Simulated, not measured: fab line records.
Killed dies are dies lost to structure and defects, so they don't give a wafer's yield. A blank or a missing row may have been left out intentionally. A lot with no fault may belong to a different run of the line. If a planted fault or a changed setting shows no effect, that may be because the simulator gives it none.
Chamber matching / flow nand-harc / NHARC_P_STI_ETCH_15 on rie-si-02: 4 sister chambers
The step etches the open film in HBr/Cl2, target depth 300 nm, time 100.1 s. 4 wafers are shown with their chamber, then 7 later ones without.

## WAFERS PAIRED WITH THEIR CHAMBERS
wafer=L838.5; chamber=1; drypump-motor-current-A (A)=6.1
wafer=L846.4; chamber=3; drypump-motor-current-A (A)=5.6
wafer=L847.1; chamber=0; drypump-motor-current-A (A)=5.7
wafer=L847.3; chamber=2; drypump-motor-current-A (A)=5.8

## WAFERS WITH NO CHAMBER GIVEN
wafer=L847.4; drypump-motor-current-A (A)=6.2
wafer=L848.2; drypump-motor-current-A (A)=5.6
wafer=L848.5; drypump-motor-current-A (A)=5.8
wafer=L848.6; drypump-motor-current-A (A)=6.1
wafer=L856.2; drypump-motor-current-A (A)=6.2
wafer=L856.3; drypump-motor-current-A (A)=5.5
wafer=L856.4; drypump-motor-current-A (A)=5.7

## WHICH CHAMBER EACH ONE RAN IN
wafer=L847.4; from the rows above=1; in truth=1
wafer=L848.2; from the rows above=can't be placed: 3 or 0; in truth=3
wafer=L848.5; from the rows above=can't be placed: 2 or 0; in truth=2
wafer=L848.6; from the rows above=1; in truth=1
wafer=L856.2; from the rows above=1; in truth=1
wafer=L856.3; from the rows above=can't be placed: 3 or 0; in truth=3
wafer=L856.4; from the rows above=can't be placed: 0 or 2 or 3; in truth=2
Correctly placed: 3 of 7. Not placeable from these rows: 4 (in 4, the candidates include the true chamber). Number placed wrongly: 0.
How it was worked out, from the rows above alone: a wafer's distance from a chamber is the root of the sum, over the readings, of the square of ((its reading less the chamber's mean) divided by the reading's scatter). If the next closest chamber is less than 2 further off than the closest, the wafer can't be placed; otherwise it belongs to the closest. A chamber's mean is the mean of its shown wafers. The scatter (one wafer shown for each chamber): square how far every hidden wafer sits from the nearest shown wafer, average those squares and take the square root.
